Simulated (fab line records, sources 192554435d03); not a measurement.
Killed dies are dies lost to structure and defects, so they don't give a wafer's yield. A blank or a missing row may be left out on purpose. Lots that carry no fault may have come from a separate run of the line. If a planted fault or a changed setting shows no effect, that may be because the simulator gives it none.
fab line records	flow n5_finfet
record lots=4	wafers=12	last_day=18
route steps=1938 shown BEOL_M7@1308 BEOL_M8@1332 BEOL_M15@1830 PASSIVATION@1936
lots that met no fault: taken from a fault-free run of the same line
start_h: the number of hours between the record's first day and the start of the first shown wafer of the lot	wait_h: hours elapsed since this lot's preceding step	" repeats the value in the row above	L1.1+2: a single row standing in for several wafers	- either no value or no given start	* or withheld: withheld	< > ~ a bound
route shown NAME@n: NAME is a module with steps in the file, n the number in the route of the first one	usual: mean/standard deviation of fault-free wafers	same: alike in all rows	chamber/n: place in a boat	sites: the reading at each site	_std_site: their standard deviation	_edge_site: inner sites' mean taken away from outer sites' mean	radius_mm: for every site, how far away it sits from the centre of the wafer	mask NAME#n: copy n	behind: the tool/chamber that last shaped the wafer	hold: reason for holding the lot/hours on hold/outcome of the hold	device: the n, p or np transistor that did not switch	end of line: the route-end tests of the same wafers	a step given without rows: its recipe and nothing more	killed: at the first sort, the dies lost to defects and structure; wafer yield is something else	map: shows each die of a wafer: x if killed, . if not, _ if none is there
set.NAME: the setting that was run; set.NAME@STEP: the one run at that earlier step	model.NAME: the simulator's own value behind a step, which no gauge read
lots at selected steps of the route; one table per step, one row per wafer
services: a tool's chamber out of use, with start hour (start_h, from the record's first day; less than 0 if before it), hours out, and reason
## steps
# step N5_BEOL_M7_TRENCH_ETCH_37
# recipe chemistry=C4F6/O2	target_depth_a=934.78	target=SiCOH_lowk	time_s=31.2	ion_energy_ev=250	pressure_mtorr=30	source_w=345	bias_w=185	Ar_flow_sccm=300	C4F6_flow_sccm=10	O2_flow_sccm=10
# step N5_BEOL_M7_ETCH_41
# recipe chemistry=CH3F/O2	target=SiCN	target_depth_a=319	taper_deg=2	time_s=57.8	ion_energy_ev=120	mask_material=TiN	pressure_mtorr=30	source_w=395	bias_w=75	Ar_flow_sccm=150	CH3F_flow_sccm=30	O2_flow_sccm=20
# step N5_BEOL_M7_STRIP_80
# recipe chemistry=N2/H2	time_s=10	power_w=450	temp_c=40	pressure_mtorr=20	rf_frequency_hz=6e+07	bias_power_w=7	n2_flow_sccm=200	h2_flow_sccm=200
# step N5_BEOL_M7_HM_STRIP_39
# recipe chemistry=peroxide_tin_strip	material=TiN	target_depth_a=250	temp_c=50	time_s=158
# step N5_BEOL_M7_SRD_40
# recipe time_s=30	temp_c=23	rinse_liquid=diw	dry=ipa_marangoni
# step N5_BEOL_M7_PRECLEAN_42
# recipe chemistry=residue_remover	time_s=60	temp_c=40
# step N5_BEOL_M7_SRD_43
# recipe time_s=30	temp_c=23	rinse_liquid=diw	dry=ipa_marangoni
# step N5_BEOL_M7_CURE_75
# recipe temp_c=370	time_s=120	ambient=DMADMS/He	material=SiCOH_lowk
# step N5_BEOL_M7_DEGAS_44
# recipe ambient=vacuum	temp_c=250	time_s=60
# step N5_BEOL_M7_PRE_CLEAN_45
# recipe gas=H2/He	time_s=30	temp_c=250
# step N5_BEOL_M7_ALD_77
# recipe material=TaN	target_thk_a=20	temp_c=275	ald_precursor_family=PDMAT	ald_co_reactant=NH3	pressure_torr=3	carrier_flow_sccm=1500	pulse_time_s=2	purge_time_s=3	co_reactant_purge_time_s=2	co_reactant_pulse_time_s=3	ald_cycles=40	precursor_vessel_temp_c=75	precursor_vessel_pressure_torr=26.25	precursor_vessel_carrier_sccm=1000
# usual ald_cycles=40/0	heater_power_w=403/45	precursor_vessel_temp_c=75.01/0.12	susceptor_temp_C=275.02/0.18
# same co_reactant_purge_time_s=2
lot.wafer	tool	chamber	start_h	wait_h	ald_cycles	heater_power_w	precursor_vessel_temp_c	susceptor_temp_C	model.TaN_of_BEOL_M7_ALD_77.thk_nm
L219.1	ald_metal-03	3	253.06	0.0	27	459	75.12	-	1.4
L219.2	"	1	"	"	40	355	74.99	275.10	2
L219.4	"	0	"	"	27	340	75.17	-	1.4
L221.2	ald_metal-03	1	259.20	0.0	40	366	74.96	274.65	2
L221.4	"	3	"	"	27	461	75.07	-	1.4
L221.6	"	0	"	"	40	340	75.07	274.86	2
L231.2	ald_metal-03	0	332.27	0.3	40	345	74.87	274.87	2
L231.3	"	1	"	"	40	375	75.11	275.11	2
L231.4	"	3	"	"	40	467	74.99	274.67	2
L233.1	ald_metal-03	0	344.78	0.1	40	343	74.92	275.02	2
L233.2	"	3	"	"	40	452	74.88	274.82	2
L233.5	"	3	"	"	40	458	75.11	274.84	2
# step N5_BEOL_M7_SURFACE_TREAT_79
# recipe gas=Ar	time_s=*	ion_energy_ev=*	ion_current_ma_cm2=0.5	pressure_mtorr=*	ar_flow_sccm=30
# step N5_BEOL_M7_CVD_78
# recipe material=Co	target_thk_a=20	temp_c=withheld	precursor=CCTBA/H2	pressure_torr=30	time_s=142.3
# step N5_BEOL_M7_SPUTTER_48
# recipe material=Cu	target_thk_a=100	temp_c=-20	bias_v=60	power_w=26000	chamber_pressure_pa=0.13	time_s=1.667
# step N5_BEOL_M7_ECD_50
# recipe material=Cu	target_thk_a=3000
# step N5_BEOL_M7_ANNEAL_51
# recipe temp_c=225	time_s=90	ambient=N2
# step N5_BEOL_M7_CMP_52
# recipe stop_on=SiCOH_lowk	t_overpolish_s=6.9	down_force_psi=1	platen_rpm=50	clearing_platen_down_force_psi=1.5	clearing_platen_rpm=50	post_cmp_clean=cu_alkaline	target_thk_nm=80	clearing_platen_pad_velocity_m_s=0.99484	pad_velocity_m_s=0.99484
# step N5_BEOL_M7_PRE_CLEAN_55
# recipe gas=NH3	time_s=15	temp_c=withheld	rf_power_w=300
# step N5_BEOL_M7_DEP_56
# recipe material=SiCN	target_thk_a=100	temp_c=withheld	precursor=3MS/NH3	pressure_torr=3	rf_w=202	time_s=17.5
# step N5_BEOL_M8_ILD_DEP_00
# recipe material=SiCOH_lowk	target_thk_a=1797.5	temp_c=300	precursor=DEMS/porogen	pressure_torr=5	rf_w=500	time_s=33.4
# step N5_BEOL_M8_CURE_74
# recipe temp_c=385	time_s=240	ambient=He/Ar	material=SiCOH_lowk
# step N5_BEOL_M8_PECVD_70
# recipe material=SiO2	target_thk_a=200	temp_c=400	precursor=TEOS/O2	pressure_torr=5.5	rf_w=450	teos_flow_sccm=53.8	gas=O2	flow_sccm=3000	time_s=22.7
# step N5_BEOL_M8_HM_DEP_02
# recipe material=TiN	target_thk_a=200	temp_c=25	chamber_pressure_pa=0.49996
# step N5_BEOL_M8_COAT_59
# recipe resist=SOC	temp_c=250	time_s=60	spin_rpm=1500	resist_thk_nm=100
# step N5_BEOL_M8_COAT_60
# recipe resist=SiARC	temp_c=220	time_s=60	spin_rpm=1500	resist_thk_nm=35
# step N5_BEOL_M8_COAT_05
# recipe resist=CAR-ArF	spin_rpm=1500	resist_thk_nm=90
# step N5_BEOL_M8_EBR_07
# recipe solvent=PGMEA	ebr_width_mm=1.5
# step N5_BEOL_M8_SOFTBAKE_06
# recipe temp_c=110	time_s=60	resist=CAR-ArF
# step N5_BEOL_M8_EXPOSE_08
# recipe mask_id=M8	na=1.35	source_shape=dipole	sigma_inner=0.817	sigma_outer=0.97	polarization=te	dose_mj=68.25
# step N5_BEOL_M8_PEB_09
# recipe peb_temp_c=withheld	peb_time_s=60	resist=CAR-ArF
# step N5_BEOL_M8_DEVELOP_10
# recipe develop_time_s=30	developer=TMAH	resist=CAR-ArF	rinse_liquid=diw	dry=air_spin	dev_temp_c=23
# step N5_BEOL_M8_DESCUM_16
# recipe chemistry=O2	time_s=7.9	source_power_w=50	bias_power_w=20	pressure_mtorr=20	rf_frequency_hz=2.712e+07	temp_c=40	resist=CAR-ArF	o2_flow_sccm=225
# step N5_BEOL_M8_ETCH_61
# recipe chemistry=CF4	target=SiARC	target_depth_a=455	mask_material=CAR-ArF	time_s=75.8	ion_energy_ev=80	pressure_mtorr=40	source_w=545	bias_w=36	Ar_flow_sccm=100	cf4_flow_sccm=100	ends=cleared
# step N5_BEOL_M15_RC_MEAS_101
# usual COMB_M10=1.42e-11/2.9e-12	COMB_M11=1.5e-11/3.3e-12	COMB_M12=6.2e-12/1.5e-12	COMB_M13=5e-12/1.1e-12	COMB_M14=3.5e-12/1e-12	COMB_M15=2.7e-12/8.4e-13	COMB_M5=3.6e-11/7.9e-12	COMB_M6=2.5e-11/5.1e-12	COMB_M7=2.5e-11/5.1e-12	COMB_M7_max_site=3.6e-11/8.5e-12	COMB_M8=2.5e-11/5.3e-12	COMB_M8_max_site=3.7e-11/7.9e-12	COMB_M9=1.4e-11/3e-12	SERP_M10=3.11/0.11	SERP_M10_max_site=3.20/0.11	SERP_M11=3.10/0.12	SERP_M12=0.638/0.024	SERP_M13=0.311/0.01	SERP_M13_max_site=0.314/0.01	SERP_M5=39.1/2.6	SERP_M6=13.9/0.63	SERP_M7=13.9/0.86	SERP_M8=14.1/0.84	SERP_M9=3.11/0.13
lot.wafer	tool	chamber	start_h	wait_h	COMB_M10[S/m]	COMB_M11[S/m]	COMB_M12[S/m]	COMB_M13[S/m]	COMB_M14[S/m]	COMB_M15[S/m]	COMB_M5[S/m]	COMB_M6[S/m]	COMB_M7[S/m]	COMB_M7_max_site[S/m]	COMB_M8[S/m]	COMB_M8_max_site[S/m]	COMB_M9[S/m]	SERP_M10[ohm/um]	SERP_M10_max_site[ohm/um]	SERP_M11[ohm/um]	SERP_M12[ohm/um]	SERP_M13[ohm/um]	SERP_M13_max_site[ohm/um]	SERP_M5[ohm/um]	SERP_M6[ohm/um]	SERP_M7[ohm/um]	SERP_M8[ohm/um]	SERP_M9[ohm/um]
L219.1	prober-01	0	321.66	0.0	1.13e-11	1.2e-11	4.7e-12	5e-12	3.6e-12	1.5e-12	3.1e-11	2.6e-11	6e-11	8.7e-11	2.3e-11	3.3e-11	1.1e-11	3.06	3.16	3.01	0.661	0.299	0.304	39.1	14.2	12.3	14.1	3.02
L219.2	"	0	"	"	1.46e-11	1.3e-11	3.5e-12	4.3e-12	1.8e-12	2.5e-12	3.2e-11	2.1e-11	2.7e-11	2.9e-11	3.1e-11	5e-11	9e-12	3.20	3.31	3.00	0.634	0.306	0.313	37.1	14.9	14.5	14.6	3.08
L219.4	"	0	"	"	9.5e-12	1.5e-11	4.6e-12	3.5e-12	2.3e-12	1.9e-12	3.4e-11	2.4e-11	6.4e-11	7.5e-11	3.6e-11	4.1e-11	1.1e-11	3.04	3.11	3.01	0.627	0.330	0.334	38.2	13.2	12.3	15.3	2.98
L221.2	prober-02	0	332.90	0.2	1.72e-11	2e-11	5.4e-12	5e-12	3.4e-12	2.6e-12	3.7e-11	2.4e-11	3.4e-11	4.8e-11	3.6e-11	4.7e-11	1.6e-11	3.11	3.19	3.12	0.679	0.303	0.306	41.3	14.1	13.9	15.8	3.26
L221.4	"	0	"	"	1.45e-11	1.3e-11	8.5e-12	4.7e-12	5e-12	3.2e-12	3.2e-11	2.4e-11	5.9e-11	9.3e-11	3.4e-11	4e-11	1.7e-11	3.15	3.26	3.19	0.668	0.312	0.313	37.6	13.9	12.2	15.0	3.30
L221.6	"	0	"	"	1.69e-11	1.3e-11	7.3e-12	4.5e-12	4.8e-12	3.3e-12	3.5e-11	2.9e-11	3.3e-11	4e-11	3.1e-11	3.5e-11	1.4e-11	3.16	3.19	3.10	0.659	0.311	0.314	40.7	12.9	14.0	15.5	3.19
L231.2	prober-02	0	399.10	0.2	1.2e-11	1.4e-11	7.5e-12	4.8e-12	5.1e-12	2.8e-12	3.3e-11	1.8e-11	2.7e-11	3.4e-11	3.7e-11	5.1e-11	1.5e-11	3.01	3.04	2.86	0.665	0.313	0.316	38.8	13.8	13.5	13.8	2.94
L231.3	"	0	"	"	1.4e-11	1.9e-11	7.9e-12	4.4e-12	3.9e-12	3.2e-12	3.6e-11	2.1e-11	2.1e-11	2.7e-11	2.9e-11	4.1e-11	1.6e-11	3.06	3.10	3.27	0.664	0.301	0.305	39.5	13.1	13.8	14.3	3.05
L231.4	"	0	"	"	1.43e-11	2.4e-11	6.7e-12	4.8e-12	3.8e-12	3e-12	4.6e-11	2.1e-11	1.9e-11	2.7e-11	2.4e-11	3.2e-11	1.5e-11	3.15	3.24	2.97	0.651	0.302	0.306	40.4	15.0	12.4	12.7	3.06
L233.1	prober-02	0	424.91	0.0	1.26e-11	1.8e-11	9.4e-12	5.2e-12	3.1e-12	4.1e-12	3.1e-11	2.4e-11	2.8e-11	4.5e-11	2.1e-11	3.3e-11	1.9e-11	3.03	3.06	3.12	0.644	0.304	0.305	36.4	13.6	14.2	14.6	2.82
L233.2	"	0	"	"	1.52e-11	1.2e-11	7.4e-12	8.1e-12	4.8e-12	3e-12	2.6e-11	2.1e-11	2e-11	3e-11	2.1e-11	3.1e-11	1.7e-11	3.30	3.36	3.30	0.637	0.302	0.305	37.2	14.6	12.6	15.1	2.99
L233.5	"	0	"	"	1.57e-11	1.2e-11	7.5e-12	5e-12	3.5e-12	2.9e-12	3.1e-11	2e-11	2.7e-11	3.7e-11	2.1e-11	3.2e-11	2.3e-11	3.15	3.26	3.33	0.640	0.325	0.330	37.4	13.5	15.3	14.3	3.09
# sites COMB_M7 radius_mm=0,75,75,75,75,140,140,140,140
L219.1 5.2e-11 6.1e-11 5.3e-11 5.6e-11 8.7e-11 6.7e-11 6e-11 7.2e-11 5e-11
L221.2 2e-11 3.6e-11 3.5e-11 1.9e-11 4.2e-11 3.4e-11 4.8e-11 2.2e-11 2.8e-11
L231.2 3e-11 2.7e-11 2.4e-11 2.8e-11 3.4e-11 3.3e-11 2.1e-11 2.4e-11 2.4e-11
L233.1 3.9e-11 3.6e-11 4.5e-11 2.2e-11 2.3e-11 2.1e-11 3.2e-11 2.8e-11 2.7e-11
# step N5_PASSIVATION_PROBE_49
# usual defect_limited_yield=91.5/1.3	killed_at_M0_to_M3=36/10	killed_at_M4_up=13/4.7	killed_at_contacts=13/6.7	killed_at_front_end=37/9.7	killed_at_other=2.6/2.3	killed_dies=101/15	killed_open=67/12	killed_short=32/6.7	sort_bin_4_leakage=0.0/0.31	sort_bin_5_function=5.0/0.89	sort_bin_6_memory=3.2/0.63	sort_bin_8_speed=0.01/0.03	sort_n_pass=1079/16
# same gross_dies=1180	killed_at_back_side=0
lot.wafer	tool	chamber	start_h	wait_h	defect_limited_yield[%]	killed_at_M0_to_M3	killed_at_M4_up	killed_at_contacts	killed_at_front_end	killed_at_other	killed_dies	killed_open	killed_short	sort_bin_4_leakage[%]	sort_bin_5_function[%]	sort_bin_6_memory[%]	sort_bin_8_speed[%]	sort_n_pass
L219.1	prober-02	-	335.82	0.0	91.5	33	15	12	38	2	100	65	27	0.2	5.5	2.7	0	1080
L219.2	prober-02	-	335.87	0.1	92.3	26	17	12	35	1	91	64	26	0	4.3	3.1	0	1089
L219.4	prober-02	-	335.97	0.2	92.3	31	8	8	42	2	91	64	25	0.2	4.7	2.8	0.25	1086
L221.2	prober-02	-	349.44	0.1	89.7	48	16	23	34	0	121	82	37	0	6.0	3.8	0	1059
L221.4	prober-02	-	349.54	0.2	91.3	34	25	14	28	2	103	68	30	0.3	3.9	4.1	0	1077
L221.6	prober-02	-	349.64	0.3	90.0	34	22	17	44	1	118	71	31	0	5.5	3.1	0	1062
L231.2	prober-02	-	415.86	0.1	92.5	26	10	9	40	3	88	54	29	0	4.7	2.5	0	1092
L231.3	prober-02	-	415.91	0.1	90.2	29	9	25	50	3	116	63	43	0	4.9	3.8	0	1064
L231.4	prober-02	-	415.96	0.2	89.1	34	21	20	52	2	129	88	39	0	6.4	4.2	0	1051
L233.1	prober-02	-	437.77	0.9	90.3	53	17	11	32	1	114	80	34	0	5.7	3.6	0	1066
L233.2	prober-02	-	437.82	1.0	90.2	61	7	11	35	2	116	86	28	0	5.3	4.5	0	1064
L233.5	prober-02	-	437.97	1.1	89.4	50	19	21	34	1	125	84	40	0	6.6	3.4	0	1055
# killed by level:class
L219.1 STI_FIN_REVEAL:geometric_particle:open=9 BEOL_M1:geometric_particle:open=9 MOL_CONTACT_COAG:geometric_particle:open=8 BEOL_M0_SAQP:geometric_particle:open=6 FIN_CUT:area_etch=6 DUMMY_GATE:geometric_particle:open=5 BEOL_M0_SAQP:geometric_particle:short=5 FIN_SAQP:geometric_particle:short=4
L219.2 MOL_CONTACT_COAG:geometric_particle:open=11 FIN_SAQP:geometric_particle:open=8 BEOL_M0_SAQP:geometric_particle:open=7 STI_FIN_REVEAL:geometric_particle:open=6 BEOL_M4:geometric_particle:open=5 FIN_SAQP:geometric_particle:short=4 GATE_CUT:geometric_particle:short=4 BEOL_M7:geometric_particle:open=4
L219.4 STI_FIN_REVEAL:geometric_particle:open=13 BEOL_M1:geometric_particle:open=10 FIN_SAQP:geometric_particle:open=9 FIN_SAQP:geometric_particle:short=7 MOL_CONTACT_COAG:geometric_particle:open=7 BEOL_M0_SAQP:geometric_particle:short=7 GATE_CUT:geometric_particle:short=6 BEOL_M0_SAQP:geometric_particle:open=6
L221.2 MOL_CONTACT_COAG:geometric_particle:open=17 STI_FIN_REVEAL:geometric_particle:open=14 BEOL_M0_SAQP:geometric_particle:short=12 BEOL_M0_SAQP:geometric_particle:open=11 BEOL_M4:geometric_particle:open=8 BEOL_M3:geometric_particle:open=8 MOL_CONTACT_COAG:geometric_particle:short=6 STI_FIN_REVEAL:geometric_particle:short=4
L221.4 MOL_CONTACT_COAG:geometric_particle:open=10 BEOL_M0_SAQP:geometric_particle:short=9 BEOL_M3:geometric_particle:open=9 STI_FIN_REVEAL:geometric_particle:open=8 BEOL_M4:geometric_particle:open=8 BEOL_M2:geometric_particle:open=6 DUMMY_GATE:geometric_particle:open=5 MOL_CONTACT_COAG:geometric_particle:short=4
L221.6 BEOL_M4:geometric_particle:open=16 MOL_CONTACT_COAG:geometric_particle:open=14 HKMG_FIN:area_etch=10 STI_FIN_REVEAL:geometric_particle:open=8 BEOL_M2:geometric_particle:open=7 BEOL_M2:geometric_particle:short=6 BEOL_M1:geometric_particle:open=5 BEOL_M0_SAQP:geometric_particle:open=4
L231.2 FIN_SAQP:geometric_particle:open=8 MOL_CONTACT_COAG:geometric_particle:open=7 BEOL_M1:geometric_particle:open=6 STI_FIN_REVEAL:geometric_particle:open=5 GATE_CUT:geometric_particle:short=5 FIN_SAQP:geometric_particle:short=4 BEOL_M3:geometric_particle:open=4 BEOL_M4:geometric_particle:open=4
L231.3 MOL_CONTACT_COAG:geometric_particle:open=20 STI_FIN_REVEAL:geometric_particle:open=12 HKMG_FIN:area_etch=9 BEOL_M2:geometric_particle:open=8 FIN_SAQP:geometric_particle:short=6 BEOL_M1:geometric_particle:short=6 GATE_CUT:geometric_particle:short=5 MOL_CONTACT_COAG:geometric_particle:short=5
L231.4 STI_FIN_REVEAL:geometric_particle:open=20 MOL_CONTACT_COAG:geometric_particle:open=15 FIN_SAQP:geometric_particle:short=11 BEOL_M2:geometric_particle:open=8 FIN_SAQP:geometric_particle:open=5 MOL_CONTACT_COAG:geometric_particle:short=5 BEOL_M0_SAQP:geometric_particle:short=5 BEOL_M1:geometric_particle:open=5
L233.1 BEOL_M3:geometric_particle:open=11 MOL_CONTACT_COAG:geometric_particle:open=9 BEOL_M1:geometric_particle:open=8 BEOL_M2:geometric_particle:open=8 BEOL_M0_SAQP:geometric_particle:open=7 BEOL_M1:geometric_particle:short=6 STARTING-WAFER:geometric_particle:open=6 FIN_SAQP:geometric_particle:open=5
L233.2 BEOL_M0_SAQP:geometric_particle:open=17 BEOL_M2:geometric_particle:open=16 STI_FIN_REVEAL:geometric_particle:open=12 MOL_CONTACT_COAG:geometric_particle:open=10 BEOL_M3:geometric_particle:open=10 BEOL_M0_SAQP:geometric_particle:short=9 FIN_SAQP:geometric_particle:open=4 FIN_SAQP:geometric_particle:short=4
L233.5 MOL_CONTACT_COAG:geometric_particle:open=17 FIN_SAQP:geometric_particle:open=12 BEOL_M0_SAQP:geometric_particle:open=11 BEOL_M0_SAQP:geometric_particle:short=11 BEOL_M1:geometric_particle:open=7 BEOL_M2:geometric_particle:open=6 BEOL_M3:geometric_particle:open=6 FIN_SAQP:geometric_particle:short=5
## services
tool	chamber	start_h	hours	kind
ald_metal-03	-	241.79	6.0	pm
ald_metal-03	2	264.24	-	calibration
## key
first_sign step=N5_BEOL_M7_ALD_77	reading=ald_cycles	direction=down	sigmas=99+	usual=*	struck=*
effect step=N5_BEOL_M15_RC_MEAS_101	reading=COMB_M7	direction=up	sigmas=6.9	usual=2.5e-11	struck=6.1e-11
model_effect step=N5_BEOL_M7_ALD_77	value=TaN_of_BEOL_M7_ALD_77.thk_nm	without=2	struck=1.4
met_at N5_BEOL_M7_ALD_77
struck_wafers L219.1,L219.4,L221.4
baseline_loss step=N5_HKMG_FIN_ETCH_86	wafers=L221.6
fault kind=process_parameter_drift	tool=ald_metal-03	chamber=-	onset_h=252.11	steps=N5_BEOL_M7_ALD_77	channel=ald_cycles	offset=*	shape=step	end_h=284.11	scope=struck_wafers_only	acts_in=*	stated=*
# baseline_loss: these wafers lose ten dies or more at that step, a loss of the line's own and not of a fault; the sort's usual values leave them out
